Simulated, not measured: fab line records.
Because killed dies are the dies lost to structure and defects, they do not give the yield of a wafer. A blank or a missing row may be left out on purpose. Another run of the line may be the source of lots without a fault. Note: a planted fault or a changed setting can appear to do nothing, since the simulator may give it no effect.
A lot that was struck, set against a sound lot || flow nand-harc || 21 steps out of a route of 1159
Sound: wafers L762.1, L762.3, L762.6. The struck wafers were L769.1, L769.2, L769.6. The cause comes at the end.
Per side, at each step with rows, come the tool, then ch with its chambers, and then its first start. Under that, the readings that differ: sound wafers || struck wafers || difference of the means || sigmas: that difference in standard deviations of wafers without a fault.
alike: a reading whose means differ by less than 2 such deviations, as well as words and numbers matching on both sides. not compared: withheld readings; readings where some wafer has no value; bounds like >300 that might hide an equal value; numbers whose values overlap and for which the record gives no deviation.
A row with sigmas, a row that says differs or no value, or rows on one side alone: a step with any of these is where the two part. Non-overlapping numbers with no deviation appear without sigmas and do not part them. A reading missing from all wafers of one side parts the sides only when that side holds two or more wafers.

first, 10 steps without rows for these wafers: NHARC_A_M0_PRE_CLEAN_31 (time 12 s); NHARC_A_M0_DEP_32 (deposits SiCN, target thk 30 nm); NHARC_A_M1_DEP_00 (deposits SiOC, target thk 182.5 nm); NHARC_A_M1_DEHYDRATE_01 (time 120 s); NHARC_A_M1_HMDS_02 (time 30 s); NHARC_A_M1_COAT_34 (time 65 s); NHARC_A_M1_COAT_03 (resist thk 90 nm); NHARC_A_M1_SOFTBAKE_04 (time 55 s); NHARC_A_M1_EBR_05; NHARC_A_M1_EXPOSE_06 (exposes mask A M1, target cd 120 nm).
NHARC_A_M1_PEB_07: peb time 65 s.
  sound on litho-track-06 ch 0, day 20 19:24; struck on litho-track-06 ch 0, day 23 04:13
{"reading": "heater-power-total-W (W)", "sound": "156.1 156.8 156.2", "struck": "140.6 141.7 140.5", "difference": -15.4, "sigmas": -36}
{"reading": "plate-temp-C (C)", "sound": "99.96 99.99 100.01", "struck": "92.95 92.72 92.92", "difference": -7.12, "sigmas": -51}
  alike: resist-line-temp-C
then, 1 step without rows for these wafers: NHARC_A_M1_DEVELOP_08 (develop time 35 s).
NHARC_A_M1_CD_MEAS_09: target cd 120 nm.
  sound on cd-sem-03 ch 0, day 20 19:29; struck on cd-sem-02 ch 0, day 23 04:18
{"reading": "cd-nm (nm)", "sound": "120.1 120.5 120.1", "struck": "89.5 89.1 89.5", "difference": -30.9, "sigmas": -63}
NHARC_A_M1_DESCUM_14: chemistry O2, time 3 s.
  sound on rie-diel-03 ch 0,2,3, day 20 19:40; struck on rie-diel-03 ch 1,2,3, day 23 04:29
{"reading": "model.A_M1.cd-nm (nm)", "sound": "120 120.6 119.8", "struck": "89.09 89.35 89.37", "difference": -30.86, "sigmas": ""}
  alike: chamber-pressure-mTorr, drypump-motor-current-A, oes-product-au, rf-vpp-V, showerhead-plenum-p-Torr, throttle-valve-pct
  not compared: rf-hours-counter-h
then, 2 steps without rows for these wafers: NHARC_A_M1_ETCH_35 (etches the open film in N2/H2, target depth 40 nm, overetch 12 nm, time 43.94 s); NHARC_A_M1_ETCH_15 (etches the open film in C4F8/Ar, target depth 182.5 nm, time 91.2 s).
NHARC_A_M1_CD_MEAS_16:
  sound on cd-sem-01, day 20 19:58; struck on cd-sem-03, day 23 04:47
{"reading": "cd-nm (nm)", "sound": "120.1 120.9 119.8", "struck": "88.7 89.4 89.4", "difference": -31.1, "sigmas": -50}
then, 1 step without rows for these wafers: NHARC_A_M1_STRIP_18 (strips in N2/H2).
NHARC_A_M1_ETCH_28: etches the open film in CF4/N2, target depth 30 nm, time 72.99 s.
  sound: rie-diel-03 ch 1,2,3; struck: rie-diel-01 ch 0,2
{"reading": "model.A_M1.cd-nm (nm)", "sound": "120.3 121 119.9", "struck": "88.62 88.89 89.45", "difference": -31.41, "sigmas": ""}
  alike: chamber-pressure-mTorr, drypump-motor-current-A, oes-product-au, rf-vpp-V, showerhead-plenum-p-Torr, throttle-valve-pct
  not compared: rf-hours-counter-h
then, 1 step without rows for these wafers: NHARC_A_M1_STRIP_19 (strips in post etch residue remover, time 600 s).
NHARC_END_SORT_01:
  sound on prober-01 ch 0, day 22 07:59; struck on prober-01 ch 0, day 24 18:42
{"reading": "defect-limited-yield (%)", "sound": 97.9, "struck": "0.6 0.4 0.6", "difference": -97.4, "sigmas": -70}
{"reading": "killed-at-array", "sound": 9, "struck": "670 671 671", "difference": "+662", "sigmas": "+66"}
{"reading": "killed-dies", "sound": 14, "struck": "673 674 673", "difference": "+659", "sigmas": "+68"}
{"reading": "sort_bin_2_pct (%)", "sound": 0.7, "struck": "93.6 95.1 95.3", "difference": "+94.0", "sigmas": "+99 or more"}
{"reading": "sort_bin_4_pct (%)", "sound": 1.3, "struck": "4.9 4.1 4.0", "difference": "+3.0", "sigmas": "+3"}
{"reading": "sort-n-pass", "sound": 663, "struck": "4 3 4", "difference": -659, "sigmas": -68}
{"reading": "sort-rim-yield-pct (%)", "sound": 95.3, "struck": "0.9 2.8 2.8", "difference": -93.1, "sigmas": -31}
{"reading": "sort-yield-pct (%)", "sound": 97.9, "struck": "0.6 0.4 0.6", "difference": -97.4, "sigmas": -70}
  alike: killed-at-other, killed-at-periphery, killed-open, killed-short, sort_bin_3_pct

== WHERE THEY PART ==
Last at NHARC_END_SORT_01 as far as this record goes, first at NHARC_A_M1_PEB_07.

WHY: what the simulator had put in
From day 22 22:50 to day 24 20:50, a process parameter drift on litho-track-06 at NHARC_A_M1_PEB_07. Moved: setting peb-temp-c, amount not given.
